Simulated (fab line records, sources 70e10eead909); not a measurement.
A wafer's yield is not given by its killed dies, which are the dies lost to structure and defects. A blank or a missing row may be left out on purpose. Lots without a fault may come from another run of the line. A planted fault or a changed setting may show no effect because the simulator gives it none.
fab line records	flow nandHarc
record lots=24	wafers=72	lastDay=33
route steps=1302 shown A_CONTACT@1007
lots that met no fault: taken from a fault-free run of the same line
startH: hours from the record's first day to the start of the lot's first wafer shown	waitH: hours since the lot's step before	" same as the row above	L1.1+2: a row that stands for several wafers	- no value present, or no start provided	* or withheld: withheld	< > ~ a bound
route shown NAME@n: a module of which the file shows steps, and the number in the route of the first	usual: average and standard deviation across the fault-free wafers	same: alike in all rows	chamber/n: place in a boat	sites: readings site by site	_std_site: the values' standard deviation	_edge_site: outer sites' mean less inner sites'	radiusMm: for every site, how far away it sits from the centre of the wafer	mask NAME#n: copy n	behind: the most recent tool/chamber to have shaped the wafer	hold: reason for holding the lot/hours on hold/outcome of the hold	device: the n, p or np transistor that did not switch	end of line: tests run on the same wafers once the route is complete	a step with no rows: only its recipe	killed: at the first sort, the dies lost to defects and structure; wafer yield is something else	map: the dies of a wafer, with x for killed, . for not killed, _ for no die there
set.NAME: setting as actually run; set.NAME@STEP: the setting as run at that earlier step	model.NAME: the simulator's own value behind a step, which no gauge read
one table for each step of the route and one row for each wafer, over a sample of lots
services: the hour from which a tool's chamber was out of use, counted from the record's first day as startH (under 0 if before that day), plus the number of hours and why
## steps
# step NHARC_A_CONTACT_ETCH_113
# recipe sourceW=withheld	pressureMtorr=20	biasV=3000	timeS=190	targetDepthA=18500	arFlowSccm=withheld	c4f8FlowSccm=withheld	o2FlowSccm=withheld	chemistry=C4F8/O2/Ar
lot.wafer	tool	chamber	startH	waitH	rfHoursCounterH
L074.1	harCapEtch-03	1	486.12	0.1	35
L074.6	"	0	"	"	-
L074.5	"	1	"	"	-
L076.1	harCapEtch-03	1	496.99	0.1	38
L076.3	"	0	"	"	-
L076.6	"	0	"	"	-
L075.3	harCapEtch-02	0	504.24	0.1	-
L075.4	"	1	"	"	-
L075.6	"	0	"	"	-
L078.2	harCapEtch-03	0	514.41	0.1	44
L078.1	"	1	"	"	44
L078.6	"	0	"	"	-
L077.4	harCapEtch-01	0	514.95	0.2	-
L077.3	"	1	"	"	-
L077.6	"	0	"	"	-
L079.2	harCapEtch-01	1	526.69	0.2	3
L079.3	"	1	"	"	-
L079.6	"	1	"	"	-
L081.3	harCapEtch-03	1	563.03	0.1	-
L081.5	"	1	"	"	-
L081.6	"	0	"	"	-
L080.1	harCapEtch-01	0	574.16	0.1	10
L080.2	"	1	"	"	10
L080.4	"	1	"	"	-
L083.2	harCapEtch-03	0	584.24	0.1	53
L083.4	"	0	"	"	-
L083.3	"	1	"	"	-
L082.3	harCapEtch-01	1	585.43	0.1	-
L082.5	"	1	"	"	-
L082.6	"	0	"	"	-
L084.3	harCapEtch-03	1	590.36	0.1	-
L084.6	"	0	"	"	-
L084.5	"	1	"	"	-
L085.1	harCapEtch-03	0	602.07	0.1	59
L085.2	"	1	"	"	59
L085.6	"	0	"	"	-
L086.4	harCapEtch-01	1	620.03	0.1	-
L086.6	"	1	"	"	-
L086.5	"	0	"	"	-
L087.1	harCapEtch-03	1	620.99	0.1	63
L087.4	"	0	"	"	-
L087.6	"	0	"	"	-
L088.1	harCapEtch-02	0	635.24	0.1	109
L088.2	"	1	"	"	109
L088.3	"	1	"	"	-
L089.3	harCapEtch-01	0	636.17	0.1	-
L089.5	"	0	"	"	-
L089.6	"	1	"	"	-
L091.1	harCapEtch-01	0	647.51	0.1	26
L091.3	"	1	"	"	-
L091.5	"	0	"	"	-
L090.4	harCapEtch-01	1	657.10	0.1	-
L090.3	"	0	"	"	-
L090.6	"	0	"	"	-
L092.3	harCapEtch-03	1	667.44	0.2	-
L092.4	"	0	"	"	-
L092.6	"	0	"	"	-
L093.3	harCapEtch-03	1	686.73	0.1	-
L093.4	"	0	"	"	-
L093.5	"	1	"	"	-
L094.2	harCapEtch-01	0	712.67	0.1	34
L094.1	"	1	"	"	34
L094.5	"	1	"	"	-
L096.2	harCapEtch-02	1	714.81	0.1	121
L096.3	"	1	"	"	-
L096.5	"	0	"	"	-
L097.3	harCapEtch-03	1	715.71	0.1	-
L097.4	"	0	"	"	-
L097.5	"	1	"	"	-
L095.4	harCapEtch-01	0	720.80	0.1	-
L095.6	"	1	"	"	-
L095.5	"	0	"	"	-
# step NHARC_A_CONTACT_ETCH_114
# recipe sourceW=withheld	pressureMtorr=20	biasV=3000	timeS=190	targetDepthA=18500	arFlowSccm=withheld	c4f8FlowSccm=withheld	o2FlowSccm=withheld	chemistry=C4F8/O2/Ar
lot.wafer	tool	chamber	startH	waitH	rfHoursCounterH
L074.1	harCapEtch-03	1	486.30	0.1	36
L074.6	"	0	"	"	-
L074.5	"	1	"	"	-
L076.1	harCapEtch-03	1	497.16	0.1	38
L076.3	"	0	"	"	-
L076.6	"	0	"	"	-
L075.3	harCapEtch-02	0	504.41	0.1	-
L075.4	"	1	"	"	-
L075.6	"	0	"	"	-
L078.2	harCapEtch-03	0	514.58	0.1	45
L078.1	"	1	"	"	45
L078.6	"	0	"	"	-
L077.4	harCapEtch-01	0	515.18	0.2	-
L077.3	"	1	"	"	-
L077.6	"	0	"	"	-
L079.2	harCapEtch-01	1	526.91	0.2	3
L079.3	"	1	"	"	-
L079.6	"	1	"	"	-
L081.3	harCapEtch-03	1	563.20	0.1	-
L081.5	"	1	"	"	-
L081.6	"	0	"	"	-
L080.1	harCapEtch-01	0	574.34	0.1	10
L080.2	"	1	"	"	10
L080.4	"	1	"	"	-
L083.2	harCapEtch-03	0	584.41	0.1	54
L083.4	"	0	"	"	-
L083.3	"	1	"	"	-
L082.3	harCapEtch-01	1	585.60	0.1	-
L082.5	"	1	"	"	-
L082.6	"	0	"	"	-
L084.3	harCapEtch-03	1	590.53	0.1	-
L084.6	"	0	"	"	-
L084.5	"	1	"	"	-
L085.1	harCapEtch-03	0	602.24	0.1	60
L085.2	"	1	"	"	60
L085.6	"	0	"	"	-
L086.4	harCapEtch-01	1	620.20	0.1	-
L086.6	"	1	"	"	-
L086.5	"	0	"	"	-
L087.1	harCapEtch-03	1	621.16	0.1	63
L087.4	"	0	"	"	-
L087.6	"	0	"	"	-
L088.1	harCapEtch-02	0	635.41	0.1	109
L088.2	"	1	"	"	109
L088.3	"	1	"	"	-
L089.3	harCapEtch-01	0	636.34	0.1	-
L089.5	"	0	"	"	-
L089.6	"	1	"	"	-
L091.1	harCapEtch-01	0	647.68	0.1	26
L091.3	"	1	"	"	-
L091.5	"	0	"	"	-
L090.4	harCapEtch-01	1	657.27	0.1	-
L090.3	"	0	"	"	-
L090.6	"	0	"	"	-
L092.3	harCapEtch-03	1	667.61	0.1	-
L092.4	"	0	"	"	-
L092.6	"	0	"	"	-
L093.3	harCapEtch-03	1	686.90	0.1	-
L093.4	"	0	"	"	-
L093.5	"	1	"	"	-
L094.2	harCapEtch-01	0	712.84	0.1	34
L094.1	"	1	"	"	34
L094.5	"	1	"	"	-
L096.2	harCapEtch-02	1	714.98	0.1	121
L096.3	"	1	"	"	-
L096.5	"	0	"	"	-
L097.3	harCapEtch-03	1	715.89	0.1	-
L097.4	"	0	"	"	-
L097.5	"	1	"	"	-
L095.4	harCapEtch-01	0	720.97	0.1	-
L095.6	"	1	"	"	-
L095.5	"	0	"	"	-
# step NHARC_A_CONTACT_OVL_MEAS_70
# usual overlayXNm=0.2/0.89	overlayYNm=-0.1/0.7
lot.wafer	tool	chamber	startH	waitH	overlayXNm	overlayYNm
L074.1	overlay-02	-	497.88	-	-1.8	-0.9
L074.5	"	-	"	"	-1.9	-0.8
L074.6	"	-	"	"	-1.1	-0.6
L076.1	overlay-01	-	505.91	-	-0.1	0.8
L076.3	"	-	"	"	0.2	0.5
L076.6	"	-	"	"	-0.3	0.6
L075.3	overlay-01	-	512.16	-	0.5	-0.8
L075.4	"	-	"	"	1.1	-1.1
L075.6	"	-	"	"	1.2	-1.4
L078.1	overlay-02	-	526.22	-	-1.3	-0.1
L078.2	"	-	"	"	-0.8	-0.1
L078.6	"	-	"	"	-0.9	0.1
L077.3	overlay-02	-	526.72	-	0.0	0.2
L077.4	"	-	"	"	-0.3	-0.4
L077.6	"	-	"	"	-0.2	-0.4
L079.2	overlay-02	-	535.62	-	1.6	-0.7
L079.3	"	-	"	"	1.3	-0.2
L079.6	"	-	"	"	1.1	-0.2
L081.3	overlay-01	-	570.96	-	-1.2	0.0
L081.5	"	-	"	"	-1.1	-0.5
L081.6	"	-	"	"	-0.5	-0.2
L080.1	overlay-02	-	585.31	-	-0.4	0.8
L080.2	"	-	"	"	-0.1	0.3
L080.4	"	-	"	"	0.3	0.6
L083.2	overlay-02	-	592.23	-	-0.7	-0.2
L083.3	"	-	"	"	-0.3	-0.6
L083.4	"	-	"	"	-0.2	-0.3
L082.3	overlay-02	-	595.40	-	1.3	0.3
L082.5	"	-	"	"	1.6	0.5
L082.6	"	-	"	"	1.3	0.3
L084.3	overlay-01	-	599.02	-	0.1	1.2
L084.5	"	-	"	"	0.2	0.9
L084.6	"	-	"	"	0.4	1.3
L085.1	overlay-02	-	611.11	-	-0.3	-1.1
L085.2	"	-	"	"	0.1	-1.6
L085.6	"	-	"	"	-0.3	-0.7
L086.4	overlay-02	-	627.76	-	0.2	0.7
L086.5	"	-	"	"	0.8	0.4
L086.6	"	-	"	"	0.8	0.3
L087.1	overlay-02	-	628.88	-	0.7	0.9
L087.4	"	-	"	"	0.8	0.5
L087.6	"	-	"	"	1.0	1.0
L088.1	overlay-01	-	643.03	-	-1.1	1.0
L088.2	"	-	"	"	-0.3	1.5
L088.3	"	-	"	"	-0.2	0.6
L089.3	overlay-02	-	646.21	-	0.2	0.3
L089.5	"	-	"	"	0.6	0.0
L089.6	"	-	"	"	0.6	-0.7
L091.1	overlay-01	-	655.56	-	1.1	0.2
L091.3	"	-	"	"	1.0	-0.5
L091.5	"	-	"	"	1.5	0.0
L090.3	overlay-02	-	665.03	-	0.2	-0.9
L090.4	"	-	"	"	0.0	-1.3
L090.6	"	-	"	"	0.6	-1.3
L092.3	overlay-02	-	681.49	-	0.3	-0.2
L092.4	"	-	"	"	0.3	0.1
L092.6	"	-	"	"	0.1	-0.2
L093.3	overlay-02	-	694.54	-	-1.4	0.0
L093.4	"	-	"	"	-1.2	0.5
L093.5	"	-	"	"	-1.2	0.3
L094.1	overlay-01	-	721.73	-	-0.5	0.7
L094.2	"	-	"	"	-0.3	0.5
L094.5	"	-	"	"	-0.1	0.6
L096.2	overlay-01	-	724.96	-	-0.7	-0.8
L096.3	"	-	"	"	-0.5	-1.0
L096.5	"	-	"	"	-0.7	-0.7
L097.3	overlay-02	-	725.63	-	0.9	-1.7
L097.4	"	-	"	"	1.1	-0.4
L097.5	"	-	"	"	0.2	-0.2
L095.4	overlay-02	-	729.93	-	2.5	-0.4
L095.5	"	-	"	"	1.6	0.4
L095.6	"	-	"	"	1.8	-0.1
# step NHARC_A_CONTACT_ETCH_75
# recipe targetDepthA=390	overEtchFrac=0.3	timeS=65	ionEnergyEv=80	cf4FlowSccm=150	arFlowSccm=0	rfW=300	biasW=100	chemistry=CF4
# usual biasW=100.0/0.3	drypumpMotorCurrentA=5.8/0.51	oesProductAu=0.995/0.011	rfFwdPowerW=297.3/1.1	rfVppV=151.3/1.3	showerheadPlenumPTorr=1.77/0.074	throttleValvePct=13.283/0.009
lot.wafer	tool	chamber	startH	waitH	biasW	drypumpMotorCurrentA	oesProductAu	rfFwdPowerW	rfHoursCounterH	rfVppV	showerheadPlenumPTorr	throttleValvePct
L074.1	rieDiel-10	2	498.07	0.1	100.1	5.8	0.993	297.3	14	150.9	1.87	13.274
L074.5	"	0	"	"	99.4	5.3	0.981	295.8	-	150.9	1.78	13.292
L074.6	"	1	"	"	100.2	6.5	0.993	297.4	-	151.1	1.80	13.274
L076.1	rieDiel-03	0	506.09	0.1	99.9	5.5	0.991	297.9	9	150.0	1.70	13.297
L076.3	"	3	"	"	99.4	5.3	0.996	297.8	9	152.1	1.89	13.271
L076.6	"	0	"	"	99.9	5.5	0.992	297.6	-	150.2	1.70	13.294
L075.3	rieDiel-13	1	512.34	0.1	100.1	5.4	0.999	296.2	53	149.9	1.67	13.294
L075.4	"	3	"	"	100.3	5.5	1.010	298.7	66	148.0	1.67	13.294
L075.6	"	2	"	"	100.5	6.5	1.005	296.5	-	150.5	1.72	13.284
L078.1	rieDiel-10	3	526.46	0.1	99.5	6.5	1.001	297.2	23	151.6	1.75	13.279
L078.2	"	2	"	"	100.4	5.8	0.998	298.2	18	152.1	1.87	13.273
L078.6	"	0	"	"	100.6	5.3	0.989	297.9	-	152.1	1.78	13.289
L077.4	rieDiel-10	0	527.44	0.6	99.5	5.3	0.989	295.0	24	151.1	1.78	13.274
L077.3	"	2	"	"	100.1	5.8	0.991	297.5	19	152.4	1.87	13.294
L077.6	"	3	"	"	99.7	6.5	1.007	297.8	-	151.9	1.75	13.290
L079.3	rieDiel-03	3	535.80	0.1	99.6	5.3	0.995	298.8	21	153.8	1.88	13.271
L079.2	"	2	"	"	100.0	6.1	0.996	297.9	21	150.0	1.66	13.266
L079.6	"	3	"	"	99.6	5.3	0.982	298.3	-	152.1	1.88	13.281
L081.3	rieDiel-10	3	571.22	0.1	100.3	6.5	1.003	299.0	-	151.0	1.74	13.274
L081.6	"	3	"	"	100.6	6.6	1.009	297.0	-	150.4	1.74	13.277
L081.5	"	2	"	"	100.3	5.8	0.991	298.9	-	152.9	1.87	13.280
L080.4	rieDiel-03	1	585.51	0.1	100.2	5.3	0.988	297.2	37	152.0	1.80	13.288
L080.2	"	2	"	"	99.7	6.1	1.021	298.6	36	149.2	1.65	13.287
L080.1	"	0	"	"	99.9	5.5	1.000	297.6	33	148.8	1.70	13.286
L083.3	rieDiel-10	3	592.41	0.1	100.1	6.6	1.003	297.6	31	151.2	1.74	13.288
L083.2	"	0	"	"	100.2	5.3	0.985	294.9	32	152.3	1.78	13.276
L083.4	"	1	"	"	99.9	6.5	0.994	295.9	27	151.0	1.80	13.271
L082.3	rieDiel-10	3	595.64	0.1	100.6	6.5	1.011	297.6	32	152.4	1.74	13.290
L082.5	"	1	"	"	99.9	6.5	1.001	296.6	-	152.8	1.80	13.288
L082.6	"	2	"	"	100.1	5.8	1.002	297.1	-	152.8	1.87	13.267
L084.3	rieDiel-03	0	599.21	0.1	100.0	5.5	0.998	296.0	38	150.7	1.69	13.285
L084.5	"	3	"	"	99.8	5.3	0.998	297.6	-	152.7	1.88	13.271
L084.6	"	0	"	"	99.9	5.5	0.995	296.8	-	150.8	1.69	13.275
L085.1	rieDiel-13	3	611.29	0.1	100.1	5.5	0.990	298.9	20	149.7	1.66	13.292
L085.2	"	2	"	"	99.7	6.6	1.001	296.3	28	151.0	1.71	13.284
L085.6	"	3	"	"	100.1	5.5	0.989	298.9	-	149.7	1.66	13.281
L086.4	rieDiel-10	2	627.96	0.1	99.6	5.8	0.992	299.0	2	150.9	1.87	13.291
L086.6	"	0	"	"	99.9	5.3	1.000	295.4	-	151.7	1.78	13.296
L086.5	"	1	"	"	100.4	6.5	0.975	296.9	-	151.6	1.80	13.281
L087.1	rieDiel-03	0	629.12	0.1	99.9	5.5	0.988	299.0	49	151.1	1.69	13.281
L087.4	"	3	"	"	99.4	5.3	0.992	297.8	-	152.9	1.88	13.293
L087.6	"	0	"	"	99.8	5.5	0.984	299.2	-	150.6	1.69	13.276
L088.2	rieDiel-10	0	643.21	0.1	100.3	5.3	0.995	295.4	6	150.1	1.78	13.278
L088.3	"	1	"	"	100.2	6.5	0.974	297.6	7	151.1	1.80	13.292
L088.1	"	3	"	"	100.2	6.5	0.991	297.4	7	152.1	1.74	13.269
L089.3	rieDiel-13	2	646.72	0.1	99.5	6.6	0.980	296.6	42	149.5	1.70	13.293
L089.6	"	3	"	"	100.4	5.5	0.994	298.6	-	150.0	1.66	13.292
L089.5	"	0	"	"	100.3	5.5	0.984	296.7	-	152.9	1.88	13.274
L091.1	rieDiel-03	3	655.74	0.1	99.7	5.3	1.004	298.9	5	152.2	1.87	13.279
L091.3	"	0	"	"	100.1	5.5	0.996	297.0	5	150.2	1.69	13.289
L091.5	"	0	"	"	100.0	5.5	1.003	296.9	-	149.0	1.69	13.290
L090.4	rieDiel-13	2	665.21	0.1	100.0	6.5	0.990	296.6	50	150.5	1.70	13.275
L090.3	"	1	"	"	99.9	5.3	0.990	297.6	51	149.1	1.66	13.287
L090.6	"	3	"	"	100.1	5.5	0.988	298.2	-	151.3	1.66	13.275
L092.4	rieDiel-10	0	681.67	0.1	100.4	5.3	1.008	295.8	11	150.0	1.78	13.300
L092.3	"	2	"	"	100.5	5.8	0.992	297.1	13	152.0	1.86	13.281
L092.6	"	0	"	"	100.1	5.3	0.990	295.9	-	152.4	1.77	13.291
L093.4	rieDiel-10	2	694.73	0.1	100.0	5.8	0.988	297.7	15	152.7	1.86	13.291
L093.3	"	3	"	"	99.6	6.6	1.012	297.7	12	152.9	1.74	13.271
L093.5	"	2	"	"	99.9	5.8	0.986	297.7	-	152.2	1.86	13.282
L094.1	rieDiel-10	0	721.92	0.1	100.2	5.3	1.002	296.3	19	150.2	1.77	13.272
L094.2	"	1	"	"	100.2	6.5	0.984	295.4	19	150.0	1.79	13.277
L094.5	"	0	"	"	100.4	5.3	1.000	296.2	-	151.3	1.77	13.277
L096.3	rieDiel-03	0	725.14	0.1	100.5	5.5	1.008	297.2	27	149.9	1.68	13.293
L096.2	"	3	"	"	100.0	5.3	1.007	297.7	26	151.2	1.87	13.296
L096.5	"	1	"	"	99.7	5.3	0.997	297.8	-	152.7	1.79	13.291
L097.3	rieDiel-13	0	725.84	0.1	99.9	5.5	0.991	297.8	7	152.5	1.87	13.282
L097.4	"	0	"	"	100.2	5.5	0.998	297.2	-	152.4	1.87	13.292
L097.5	"	1	"	"	99.7	5.3	1.022	296.4	-	151.4	1.65	13.288
L095.4	rieDiel-10	3	730.24	0.1	99.6	6.5	1.001	296.9	18	150.1	1.74	13.288
L095.5	"	2	"	"	100.4	5.8	0.986	296.2	-	152.1	1.86	13.273
L095.6	"	3	"	"	99.7	6.6	1.005	296.8	-	150.0	1.74	13.286
# step NHARC_A_CONTACT_ETCH_128
# recipe sourceW=withheld	pressureMtorr=20	biasV=3000	timeS=197	targetDepthA=19180	arFlowSccm=withheld	c4f8FlowSccm=withheld	o2FlowSccm=withheld	chemistry=C4F8/O2/Ar
lot.wafer	tool	chamber	startH	waitH	rfHoursCounterH
L074.1	harCapEtch-03	0	500.25	0.1	40
L074.5	"	0	"	"	-
L074.6	"	1	"	"	-
L076.1	harCapEtch-02	0	508.30	0.1	92
L076.3	"	1	"	"	-
L076.6	"	1	"	"	-
L075.4	harCapEtch-02	0	514.59	0.1	-
L075.3	"	1	"	"	-
L075.6	"	1	"	"	-
L078.2	harCapEtch-03	1	529.13	0.1	48
L078.1	"	0	"	"	48
L078.6	"	1	"	"	-
L077.4	harCapEtch-01	1	530.71	0.2	-
L077.3	"	0	"	"	-
L077.6	"	1	"	"	-
L079.2	harCapEtch-01	0	538.28	0.2	7
L079.3	"	0	"	"	-
L079.6	"	0	"	"	-
L081.3	harCapEtch-02	0	574.33	0.1	-
L081.6	"	1	"	"	-
L081.5	"	0	"	"	-
L080.2	harCapEtch-02	1	587.74	0.1	101
L080.1	"	0	"	"	101
L080.4	"	1	"	"	-
L083.2	harCapEtch-01	0	594.60	0.1	15
L083.3	"	0	"	"	-
L083.4	"	1	"	"	-
L082.3	harCapEtch-02	0	598.09	0.1	-
L082.6	"	0	"	"	-
L082.5	"	1	"	"	-
L084.3	harCapEtch-01	0	601.50	0.1	-
L084.6	"	0	"	"	-
L084.5	"	1	"	"	-
L085.2	harCapEtch-02	0	613.46	0.1	106
L085.1	"	1	"	"	106
L085.6	"	1	"	"	-
L086.4	harCapEtch-01	1	630.23	0.1	-
L086.6	"	0	"	"	-
L086.5	"	1	"	"	-
L087.1	harCapEtch-03	0	631.61	0.1	66
L087.4	"	0	"	"	-
L087.6	"	1	"	"	-
L088.2	harCapEtch-03	1	645.65	0.2	69
L088.1	"	0	"	"	69
L088.3	"	1	"	"	-
L089.3	harCapEtch-02	0	649.28	0.2	-
L089.6	"	0	"	"	-
L089.5	"	1	"	"	-
L091.1	harCapEtch-02	0	658.13	0.1	115
L091.3	"	1	"	"	-
L091.5	"	0	"	"	-
L090.4	harCapEtch-02	0	667.44	0.1	-
L090.3	"	1	"	"	-
L090.6	"	0	"	"	-
L092.4	harCapEtch-02	0	683.94	0.1	-
L092.3	"	1	"	"	-
L092.6	"	0	"	"	-
L093.3	harCapEtch-02	1	696.97	0.1	-
L093.4	"	0	"	"	-
L093.5	"	1	"	"	-
L094.1	harCapEtch-02	1	724.10	0.1	124
L094.2	"	0	"	"	124
L094.5	"	0	"	"	-
L096.2	harCapEtch-03	0	727.33	0.1	81
L096.3	"	0	"	"	-
L096.5	"	0	"	"	-
L097.4	harCapEtch-01	0	728.65	0.2	-
L097.3	"	1	"	"	-
L097.5	"	1	"	"	-
L095.4	harCapEtch-03	0	732.65	0.1	-
L095.5	"	0	"	"	-
L095.6	"	1	"	"	-
# step NHARC_A_CONTACT_ETCH_130
# recipe sourceW=withheld	pressureMtorr=20	biasV=3000	timeS=197	targetDepthA=19180	arFlowSccm=withheld	c4f8FlowSccm=withheld	o2FlowSccm=withheld	chemistry=C4F8/O2/Ar
lot.wafer	tool	chamber	startH	waitH	rfHoursCounterH
L074.1	harCapEtch-03	0	500.60	0.1	41
L074.5	"	0	"	"	-
L074.6	"	1	"	"	-
L076.1	harCapEtch-02	0	508.65	0.1	92
L076.3	"	1	"	"	-
L076.6	"	1	"	"	-
L075.4	harCapEtch-02	0	514.94	0.1	-
L075.3	"	1	"	"	-
L075.6	"	1	"	"	-
L078.2	harCapEtch-03	1	529.48	0.1	49
L078.1	"	0	"	"	49
L078.6	"	1	"	"	-
L077.4	harCapEtch-01	1	531.18	0.2	-
L077.3	"	0	"	"	-
L077.6	"	1	"	"	-
L079.2	harCapEtch-01	0	538.74	0.2	7
L079.3	"	0	"	"	-
L079.6	"	0	"	"	-
L081.3	harCapEtch-02	0	574.68	0.1	-
L081.6	"	1	"	"	-
L081.5	"	0	"	"	-
L080.2	harCapEtch-02	1	588.09	0.1	102
L080.1	"	0	"	"	102
L080.4	"	1	"	"	-
L083.2	harCapEtch-01	0	594.95	0.1	15
L083.3	"	0	"	"	-
L083.4	"	1	"	"	-
L082.3	harCapEtch-02	0	598.44	0.1	-
L082.6	"	0	"	"	-
L082.5	"	1	"	"	-
L084.3	harCapEtch-01	0	601.85	0.1	-
L084.6	"	0	"	"	-
L084.5	"	1	"	"	-
L085.2	harCapEtch-02	0	613.82	0.1	106
L085.1	"	1	"	"	106
L085.6	"	1	"	"	-
L086.4	harCapEtch-01	1	630.58	0.1	-
L086.6	"	0	"	"	-
L086.5	"	1	"	"	-
L087.1	harCapEtch-03	0	631.96	0.1	66
L087.4	"	0	"	"	-
L087.6	"	1	"	"	-
L088.2	harCapEtch-03	1	646.12	0.2	69
L088.1	"	0	"	"	69
L088.3	"	1	"	"	-
L089.3	harCapEtch-02	0	649.75	0.2	-
L089.6	"	0	"	"	-
L089.5	"	1	"	"	-
L091.1	harCapEtch-02	0	658.48	0.1	115
L091.3	"	1	"	"	-
L091.5	"	0	"	"	-
L090.4	harCapEtch-02	0	667.80	0.1	-
L090.3	"	1	"	"	-
L090.6	"	0	"	"	-
L092.4	harCapEtch-02	0	684.29	0.1	-
L092.3	"	1	"	"	-
L092.6	"	0	"	"	-
L093.3	harCapEtch-02	1	697.33	0.1	-
L093.4	"	0	"	"	-
L093.5	"	1	"	"	-
L094.1	harCapEtch-02	1	724.46	0.1	124
L094.2	"	0	"	"	124
L094.5	"	0	"	"	-
L096.2	harCapEtch-03	0	727.69	0.1	82
L096.3	"	0	"	"	-
L096.5	"	0	"	"	-
L097.4	harCapEtch-01	0	729.14	0.2	-
L097.3	"	1	"	"	-
L097.5	"	1	"	"	-
L095.4	harCapEtch-03	0	733.00	0.1	-
L095.5	"	0	"	"	-
L095.6	"	1	"	"	-
## services
tool	chamber	startH	hours	kind
harCapEtch-02	-	467.91	0.3	repair
rieDiel-10	1	471.98	14.2	repair
rieDiel-10	3	473.26	5.6	repair
harCapEtch-03	-	491.05	0.4	repair
harCapEtch-01	-	497.00	17.0	pm
rieDiel-13	-	521.62	9.0	pm
harCapEtch-02	-	522.28	15.4	repair
rieDiel-03	-	533.13	0.7	repair
harCapEtch-03	-	542.91	4.3	repair
rieDiel-03	2	543.29	7.7	repair
harCapEtch-02	-	555.04	11.3	repair
rieDiel-10	0	565.13	10.6	repair
rieDiel-10	1	570.87	4.5	repair
rieDiel-10	3	596.81	1.9	repair
rieDiel-10	-	596.95	9.0	pm
rieDiel-03	2	625.40	19.0	repair
rieDiel-03	-	638.04	9.0	pm
rieDiel-10	-	641.96	0.8	repair
rieDiel-10	1	648.03	4.8	repair
rieDiel-10	3	651.17	4.0	repair
rieDiel-13	-	698.62	9.0	pm
harCapEtch-01	-	708.57	0.4	repair
rieDiel-13	3	712.09	16.9	repair
harCapEtch-02	-	722.38	0.4	repair
## key
fault none
